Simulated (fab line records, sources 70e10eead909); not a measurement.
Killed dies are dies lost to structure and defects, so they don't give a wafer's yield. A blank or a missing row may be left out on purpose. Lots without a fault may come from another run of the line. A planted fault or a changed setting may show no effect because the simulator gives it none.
fab line records | flow nand_harc
record lots=5 wafers=15 last_day=24
route steps=1159 shown A_CHANNEL_HOLE_D1@450 END@1159
lots that met no fault: from a run of the same line without faults
start_h: hours from the record's first day to the start of the lot's first wafer shown | wait_h: hours since the lot's step before | " the same as in the row above | L1.1+2: a row that stands for several wafers | - no value, or no start given | * or withheld: withheld | < > ~ a bound
route shown NAME@n: a module of which the file shows steps, and the number in the route of the first | usual: mean/standard deviation of fault-free wafers | same: alike in all rows | chamber/n: place in a boat | sites: the reading at each site | _std_site: their standard deviation | _edge_site: outer sites' mean less inner sites' | radius_mm: how far each site lies from the wafer's centre | mask NAME#n: copy n | behind: the tool/chamber that last shaped the wafer | hold: why the lot was held/for how many hours/how that ended | device: the transistor (n, p or np) that didn't switch | end of line: the same wafers' tests at the end of the route | a step without rows: its recipe alone | killed: dies lost to structure and defects at the first sort, not the wafer's yield | map: a wafer's dies, x killed, . not, _ none there
set.NAME: the setting as run; set.NAME@STEP: as run at that earlier step | model.NAME: the simulator's own value behind a step, which no gauge read
lots at some steps of the route; a table a step, a row a wafer
services: from which hour (start_h, from the record's first day; less than 0 if before it) a tool's chamber was out of use, for how many hours, and why
## steps
# step NHARC_A_CHANNEL_HOLE_D1_DEP_00
# recipe target_thk_a=31000 temp_c=400 material=aC
# step NHARC_A_CHANNEL_HOLE_D1_DEP_01
# recipe target_thk_a=1400 target_thk_nm=140 temp_c=400 pressure_torr=3.5 flow_sccm=200 rf_w=350 material=SiON
# step NHARC_A_CHANNEL_HOLE_D1_DEHYDRATE_02
# recipe temp_c=150 time_s=120
# step NHARC_A_CHANNEL_HOLE_D1_HMDS_03
# recipe time_s=30
# step NHARC_A_CHANNEL_HOLE_D1_COAT_36
# recipe temp_c=260 time_s=75
# step NHARC_A_CHANNEL_HOLE_D1_COAT_37
# recipe temp_c=225 time_s=65
# step NHARC_A_CHANNEL_HOLE_D1_COAT_04
# recipe spin_rpm=1500 resist_thk_nm=90
# step NHARC_A_CHANNEL_HOLE_D1_SOFTBAKE_05
# recipe temp_c=105 time_s=55
# step NHARC_A_CHANNEL_HOLE_D1_EBR_06
# step NHARC_A_CHANNEL_HOLE_D1_EXPOSE_07
# recipe na=1.35 target_cd_nm=100 sigma_outer=0.3 dose_mj=59.65 mask_id=HOLE_D1
# usual exposure_dose_mJ_cm2=59.64/0.049
# columns lot.wafer tool chamber start_h wait_h mask exposure_dose_mJ_cm2
L473.2 arfi_scanner-03 0 226.78 - HOLE_D1#0 59.76
L473.4 " 0 " " HOLE_D1#0 59.69
L473.5 " 0 " " HOLE_D1#0 59.65
L475.1 arfi_scanner-03 0 228.77 - HOLE_D1#0 70.89
L475.3 " 0 " " HOLE_D1#0 70.88
L475.5 " 0 " " HOLE_D1#0 70.88
L477.3 arfi_scanner-03 0 251.69 - HOLE_D1#0 68.58
L477.5 " 0 " " HOLE_D1#0 68.57
L477.6 " 0 " " HOLE_D1#0 68.61
L478.2 arfi_scanner-03 0 253.47 - HOLE_D1#0 65.37
L478.4 " 0 " " HOLE_D1#0 65.48
L478.6 " 0 " " HOLE_D1#0 65.43
L485.1 arfi_scanner-01 0 287.79 - HOLE_D1#0 59.60
L485.2 " 0 " " HOLE_D1#0 59.65
L485.6 " 0 " " HOLE_D1#0 59.62
# step NHARC_A_CHANNEL_HOLE_D1_PEB_08
# recipe peb_temp_c=100 peb_time_s=65
# step NHARC_A_CHANNEL_HOLE_D1_DEVELOP_09
# recipe develop_time_s=35 dev_temp_c=23
# step NHARC_A_CHANNEL_HOLE_D1_CD_MEAS_10
# recipe target_cd_nm=100 landing_energy_ev=500
# usual cd_nm=99.6/0.68
# same landing_energy_ev=500
# columns lot.wafer tool chamber start_h wait_h cd_nm
L473.2 cd_sem-02 0 226.92 - 98.7
L473.4 " 0 " " 99.6
L473.5 " 0 " " 99.5
L475.1 cd_sem-03 0 228.92 - 108.4
L475.3 " 0 " " 107.3
L475.5 " 0 " " 108.4
L477.3 cd_sem-01 0 251.83 - 105.1
L477.5 " 0 " " 105.1
L477.6 " 0 " " 106.6
L478.2 cd_sem-01 0 253.61 - 103.1
L478.4 " 0 " " 102.7
L478.6 " 0 " " 103.7
L485.1 cd_sem-01 0 287.93 - 100.0
L485.2 " 0 " " 99.2
L485.6 " 0 " " 99.0
# step NHARC_A_CHANNEL_HOLE_D1_DESCUM_15
# recipe time_s=3 o2_flow_sccm=200 ar_flow_sccm=0 bias_power_w=0 chemistry=O2
# usual drypump_motor_current_A=5.8/0.34 oes_product_au=0.999/0.0097 rf_vpp_V=57.8/0.88 showerhead_plenum_p_Torr=1.91/0.09 throttle_valve_pct=11.312/0.0089
# columns lot.wafer tool chamber start_h wait_h drypump_motor_current_A oes_product_au rf_hours_counter_h rf_vpp_V showerhead_plenum_p_Torr throttle_valve_pct model.A_CHANNEL_HOLE_D1.cd_nm
L473.4 rie_diel-05 1 227.10 0.1 5.7 1.001 4 57.0 1.80 11.305 99.97
L473.2 " 0 " " 5.2 0.988 4 58.8 1.97 11.316 99.99
L473.5 " 1 " " 5.7 1.009 - 57.8 1.80 11.299 100.3
L475.1 rie_diel-05 2 229.11 0.1 5.5 1.004 4 58.6 2.01 11.320 108.1
L475.3 " 1 " " 5.7 1.010 4 57.1 1.80 11.315 107.6
L475.5 " 3 " " 6.1 0.980 - 57.0 1.82 11.310 107.9
L477.3 rie_diel-02 2 252.01 0.1 6.3 0.989 5 57.8 1.91 11.310 105.8
L477.5 " 3 " " 5.8 0.997 - 57.0 2.04 11.318 104.9
L477.6 " 1 " " 5.6 0.993 - 55.9 1.78 11.299 105.6
L478.2 rie_diel-05 0 253.80 0.1 5.2 0.995 6 59.9 1.97 11.322 104
L478.4 " 3 " " 6.2 0.975 6 57.6 1.82 11.323 102.2
L478.6 " 1 " " 5.7 0.987 - 57.2 1.80 11.327 103.9
L485.1 rie_diel-05 1 288.13 0.1 5.7 0.999 8 56.3 1.80 11.297 100.4
L485.2 " 2 " " 5.5 0.990 9 58.1 2.01 11.308 100
L485.6 " 3 " " 6.1 0.976 - 59.3 1.82 11.319 98.62
# step NHARC_A_CHANNEL_HOLE_D1_ETCH_38
# recipe target_depth_a=390 over_etch_frac=0.3 time_s=65 ion_energy_ev=80 cf4_flow_sccm=150 ar_flow_sccm=0 rf_w=300 bias_w=100 chemistry=CF4
# step NHARC_A_CHANNEL_HOLE_D1_ETCH_39
# recipe target_depth_a=2600 over_etch_frac=0.3 time_s=325 ion_energy_ev=200 n2_flow_sccm=150 h2_flow_sccm=150 ar_flow_sccm=0 rf_w=400 bias_w=150 chemistry=N2/H2
# step NHARC_A_CHANNEL_HOLE_D1_ETCH_34
# recipe target_depth_a=1540 time_s=77 cf4_flow_sccm=100 chf3_flow_sccm=30 ar_flow_sccm=0 rf_w=500 bias_w=200 chemistry=CF4/CHF3
# step NHARC_A_CHANNEL_HOLE_D1_ETCH_16
# recipe target_depth_a=31000 over_etch_frac=0.3 time_s=806 ion_energy_ev=150 o2_flow_sccm=400 cos_flow_sccm=20 ar_flow_sccm=0 rf_w=500 bias_w=300 chemistry=O2/COS
# step NHARC_A_CHANNEL_HOLE_D1_ETCH_19
# recipe bias_v=1200 source_w=2500 pressure_mtorr=15 time_s=34.5 ar_flow_sccm=375 c4f8_flow_sccm=28.8 o2_flow_sccm=96.2 temp_c=-20 target_depth_a=* chemistry=C4F8/O2/Ar
# step NHARC_A_CHANNEL_HOLE_D1_ETCH_20
# recipe bias_v=3000 source_w=withheld pressure_mtorr=20 time_s=361.9 ar_flow_sccm=375 c4f8_flow_sccm=89.3 o2_flow_sccm=35.7 temp_c=-20 target_depth_a=16000 chemistry=C4F8/O2/Ar
# step NHARC_A_CHANNEL_HOLE_D1_ETCH_21
# recipe bias_v=3000 source_w=withheld pressure_mtorr=20 time_s=514.3 ar_flow_sccm=375 c4f8_flow_sccm=89.3 o2_flow_sccm=35.7 temp_c=-20 target_depth_a=16000 chemistry=C4F8/O2/Ar
# step NHARC_A_CHANNEL_HOLE_D1_ETCH_22
# recipe bias_v=3000 source_w=withheld pressure_mtorr=20 time_s=666.7 ar_flow_sccm=375 c4f8_flow_sccm=89.3 o2_flow_sccm=35.7 temp_c=-20 target_depth_a=16000 chemistry=C4F8/O2/Ar
# step NHARC_A_CHANNEL_HOLE_D1_ETCH_23
# recipe bias_v=5000 source_w=withheld pressure_mtorr=20 time_s=819 ar_flow_sccm=375 c4f8_flow_sccm=89.3 o2_flow_sccm=35.7 temp_c=-20 target_depth_a=16000 chemistry=C4F8/O2/Ar
# step NHARC_A_CHANNEL_HOLE_D1_ETCH_24
# recipe bias_v=5000 source_w=withheld pressure_mtorr=20 time_s=906.2 ar_flow_sccm=375 c4f8_flow_sccm=93.8 o2_flow_sccm=31.2 temp_c=-20 target_depth_a=15000 chemistry=C4F8/O2/Ar
# step NHARC_A_CHANNEL_HOLE_D1_ETCH_25
# recipe bias_v=5000 source_w=withheld pressure_mtorr=20 time_s=1040.2 ar_flow_sccm=375 c4f8_flow_sccm=93.8 o2_flow_sccm=31.2 temp_c=-20 target_depth_a=15000 chemistry=C4F8/O2/Ar
# step NHARC_A_CHANNEL_HOLE_D1_ETCH_26
# recipe bias_v=300 source_w=2000 pressure_mtorr=30 time_s=224.1 ar_flow_sccm=375 c4f8_flow_sccm=11.4 o2_flow_sccm=113.6 temp_c=-20 target_depth_a=3000 chemistry=C4F8/O2/Ar
# step NHARC_A_CHANNEL_HOLE_D1_ETCH_33
# recipe bias_v=400 source_w=2000 pressure_mtorr=25 time_s=90 ar_flow_sccm=375 c4f8_flow_sccm=41.7 o2_flow_sccm=83.3 temp_c=-20 target_depth_a=4000 chemistry=C4F8/O2/Ar
# step NHARC_A_CHANNEL_HOLE_D1_STRIP_41
# recipe n2_flow_sccm=150 h2_flow_sccm=150 ar_flow_sccm=0 bias_w=0 chemistry=N2/H2
# step NHARC_A_CHANNEL_HOLE_D1_STRIP_42
# recipe cf4_flow_sccm=100 chf3_flow_sccm=30 ar_flow_sccm=0 bias_w=0 chemistry=CF4/CHF3
# step NHARC_A_CHANNEL_HOLE_D1_STRIP_43
# recipe o2_flow_sccm=400 cos_flow_sccm=20 ar_flow_sccm=0 bias_w=0 chemistry=O2/COS
# step NHARC_A_CHANNEL_HOLE_D1_ETCH_44
# recipe target_depth_a=1400 overetch_a=140 time_s=77 ion_energy_ev=100 cf4_flow_sccm=80 o2_flow_sccm=20 ar_flow_sccm=0 rf_w=300 bias_w=100 chemistry=CF4/O2
# usual drypump_motor_current_A=5.8/0.33 oes_product_au=0.998/0.0097 rf_vpp_V=197.9/1.5 showerhead_plenum_p_Torr=1.33/0.06 throttle_valve_pct=13.397/0.0082
# columns lot.wafer tool chamber start_h wait_h drypump_motor_current_A oes_product_au rf_hours_counter_h rf_vpp_V showerhead_plenum_p_Torr throttle_valve_pct model.A_CHANNEL_HOLE_D1.cd_nm
L473.4 rie_diel-05 2 233.02 0.1 5.5 0.994 5 199.4 1.40 13.391 88.07
L473.2 " 0 " " 5.2 0.990 5 200.9 1.37 13.395 86.31
L473.5 " 2 " " 5.5 1.009 - 199.2 1.40 13.398 90.16
L475.3 rie_diel-05 3 237.15 0.1 6.2 0.986 5 195.6 1.27 13.401 95.74
L475.1 " 2 " " 5.5 1.002 5 198.4 1.40 13.393 97.41
L475.5 " 3 " " 6.1 0.976 - 197.9 1.27 13.397 97.05
L477.3 rie_diel-05 3 258.18 0.1 6.1 0.984 7 196.2 1.27 13.400 94.56
L477.5 " 0 " " 5.2 0.992 - 198.2 1.37 13.394 94.61
L477.6 " 1 " " 5.7 0.999 - 196.3 1.26 13.398 94.88
L478.4 rie_diel-07 1 262.32 0.1 5.3 1.005 1 197.2 1.29 13.412 93.47
L478.2 " 2 " " 6.1 0.996 2 198.7 1.37 13.387 93.21
L478.6 " 1 " " 5.3 0.992 - 197.2 1.29 13.406 94.1
L485.1 rie_diel-07 1 296.44 0.1 5.4 1.004 4 195.9 1.29 13.401 92.93
L485.2 " 3 " " 6.3 1.001 5 198.1 1.32 13.387 90.56
L485.6 " 0 " " 5.6 1.020 - 197.6 1.34 13.396 89.34
# step NHARC_A_CHANNEL_HOLE_D1_STRIP_27
# recipe o2_flow_sccm=500 ar_flow_sccm=0 bias_w=0 chemistry=O2
# step NHARC_A_CHANNEL_HOLE_D1_PRECLEAN_28
# recipe time_s=* temp_c=50 bath_age_min=0 chemistry=SC1
# step NHARC_A_CHANNEL_HOLE_D1_SRD_29
# step NHARC_A_CHANNEL_HOLE_D1_CD_MEAS_30
# usual cd_nm=89.9/1.7
# columns lot.wafer tool chamber start_h wait_h cd_nm
L473.2 cd_sem-02 - 233.81 - 86.6
L473.4 " - " " 88.1
L473.5 " - " " 90.0
L475.1 cd_sem-02 - 237.96 - 97.1
L475.3 " - " " 95.5
L475.5 " - " " 97.4
L477.3 cd_sem-01 - 258.97 - 94.9
L477.5 " - " " 94.7
L477.6 " - " " 95.8
L478.2 cd_sem-03 - 263.12 - 93.2
L478.4 " - " " 93.6
L478.6 " - " " 94.6
L485.1 cd_sem-03 - 297.28 - 92.5
L485.2 " - " " 90.1
L485.6 " - " " 89.3
# step NHARC_A_CHANNEL_HOLE_D1_XSEM_31
# recipe landing_energy_ev=35000
# usual bot_cd_nm=74.5/1.8 bow_nm=8.62/0.25 tilt_deg=0.07/0.042
# same landing_energy_ev=35000
# columns lot.wafer tool chamber start_h wait_h bot_cd_nm bow_nm tilt_deg
L473.2 xsem-01 0 233.90 0.1 71.0 8.70 0.06
L473.4 " 0 " " 73.0 8.66 0.06
L473.5 " 0 " " 74.5 8.68 0.06
L475.1 xsem-01 0 238.05 0.1 82.0 8.67 0.11
L475.3 " 0 " " 79.5 8.64 0.11
L475.5 " 0 " " 81.4 8.75 0.11
L477.3 xsem-01 0 259.06 0.1 78.5 8.28 0.02
L477.5 " 0 " " 79.1 8.24 0.02
L477.6 " 0 " " 81.0 8.28 0.02
L478.2 xsem-01 0 263.20 0.1 78.4 8.83 0.05
L478.4 " 0 " " 78.5 8.76 0.06
L478.6 " 0 " " 79.6 8.72 0.05
L485.1 xsem-02 0 297.37 0.1 77.4 8.91 0.08
L485.2 " 0 " " 74.1 8.88 0.08
L485.6 " 0 " " 73.6 8.91 0.08
# step NHARC_END_SORT_01
# recipe temp_c=25
# usual killed_at_array=27/10 killed_at_other=0.6/0.96 killed_at_periphery=3.4/2.7 killed_dies=31/10 killed_open=2.9/1.8 killed_short=1.8/1.4
# same gross_dies=677
# columns lot.wafer tool chamber start_h wait_h killed_at_array killed_at_other killed_at_periphery killed_dies killed_open killed_short
L475.1 prober-02 0 501.28 2.5 35 0 3 38 6 1
L475.3 prober-02 0 502.88 3.1 52 0 7 59 11 3
L477.3 prober-02 0 518.99 3.1 38 0 1 39 2 0
# killed by level:class
L475.1 A_SLIT:chamber_film_flake=13 A_CHANNEL_HOLE_D1:chamber_film_flake=10 A_CONTACT:chamber_film_flake=3 A_M0:geometric_particle:open=2 A_CHANNEL_FILL_D1:chamber_film_flake=2 A_STAIRCASE:chamber_film_flake=2 P_CONTACT:geometric_particle:open=1 P_M1:geometric_particle:open=1
L475.3 A_SLIT:chamber_film_flake=23 A_CHANNEL_HOLE_D1:chamber_film_flake=12 A_STAIRCASE:chamber_film_flake=6 P_M0:geometric_particle:open=3 P_CONTACT:geometric_particle:open=2 A_CONTACT:chamber_film_flake=2 P_GATE:geometric_particle:short=1 P_GATE:geometric_particle:open=1
L477.3 A_SLIT:chamber_film_flake=18 A_CONTACT:chamber_film_flake=7 A_CHANNEL_HOLE_D1:chamber_film_flake=6 A_STAIRCASE:chamber_film_flake=4 P_GATE:geometric_particle:open=1 A_CONTACT:geometric_particle:open=1 A_ZERO_WELL:chamber_film_flake=1 A_WL_FILL:chamber_film_flake=1
## services
# columns tool chamber start_h hours kind
arfi_scanner-01 - 203.31 4.0 pm
rie_diel-07 0 207.25 - clean
rie_diel-07 1 207.25 - clean
rie_diel-05 0 221.60 - clean
rie_diel-05 1 221.60 - clean
rie_diel-05 2 221.60 - clean
rie_diel-05 3 221.60 - clean
rie_diel-07 - 228.23 9.0 pm
arfi_scanner-03 - 229.04 1.7 repair
arfi_scanner-01 - 232.29 8.4 repair
rie_diel-05 0 246.23 - clean
rie_diel-05 1 246.23 - clean
rie_diel-05 2 246.23 - clean
rie_diel-05 3 246.23 - clean
rie_diel-05 0 270.73 - clean
rie_diel-05 1 270.73 - clean
rie_diel-05 2 270.73 - clean
rie_diel-05 3 270.73 - clean
rie_diel-02 1 291.96 16.8 repair
rie_diel-05 0 295.23 - clean
rie_diel-05 1 295.23 - clean
rie_diel-05 2 295.23 - clean
rie_diel-05 3 295.23 - clean
arfi_scanner-03 - 295.27 1.3 repair
## key
first_sign step=NHARC_A_CHANNEL_HOLE_D1_EXPOSE_07 reading=exposure_dose_mJ_cm2 direction=up sigmas=99+ usual=59.64 struck=68.30
effect step=NHARC_A_CHANNEL_HOLE_D1_CD_MEAS_10 reading=cd_nm direction=up sigmas=8.7 usual=99.6 struck=105.6 through=control_loop
effect step=NHARC_A_CHANNEL_HOLE_D1_CD_MEAS_30 reading=cd_nm direction=up sigmas=3.1 usual=89.9 struck=95.2 through=control_loop
effect step=NHARC_A_CHANNEL_HOLE_D1_XSEM_31 reading=bot_cd_nm direction=up sigmas=2.9 usual=74.5 struck=79.8 through=control_loop
model_effect step=NHARC_A_CHANNEL_HOLE_D1_DESCUM_15 value=A_CHANNEL_HOLE_D1.cd_nm without=99.1 struck=105.6
model_effect step=NHARC_A_CHANNEL_HOLE_D1_ETCH_44 value=A_CHANNEL_HOLE_D1.cd_nm without=88.53 struck=95
met_at NHARC_A_CHANNEL_HOLE_D1_EXPOSE_07
struck_wafers L475.1,L475.3,L475.5,L477.3,L477.5,L477.6,L478.2,L478.4,L478.6
tester_left_out L475,L477,L478
loop_trim step=NHARC_A_CHANNEL_HOLE_D1_EXPOSE_07 setting=dose lots=L477,L478
onset_between 226.78 228.77
fault kind=process_parameter_drift tool=arfi_scanner-03 chamber=- onset_h=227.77 steps=NHARC_A_CHANNEL_HOLE_D1_EXPOSE_07 channel=dose_mj offset=11.233 shape=step acts_in=these_recipes_only stated=59.65
# tester_left_out: of these lots the tester's yield and bins aren't shown, on N5 and GAA mostly nor the transistor test; their killed dies are dies lost to structure and defects alone, not to doping, threshold or leakage, so they don't give the yield
# loop_trim: a control loop set the setting to another value than it would have without faults
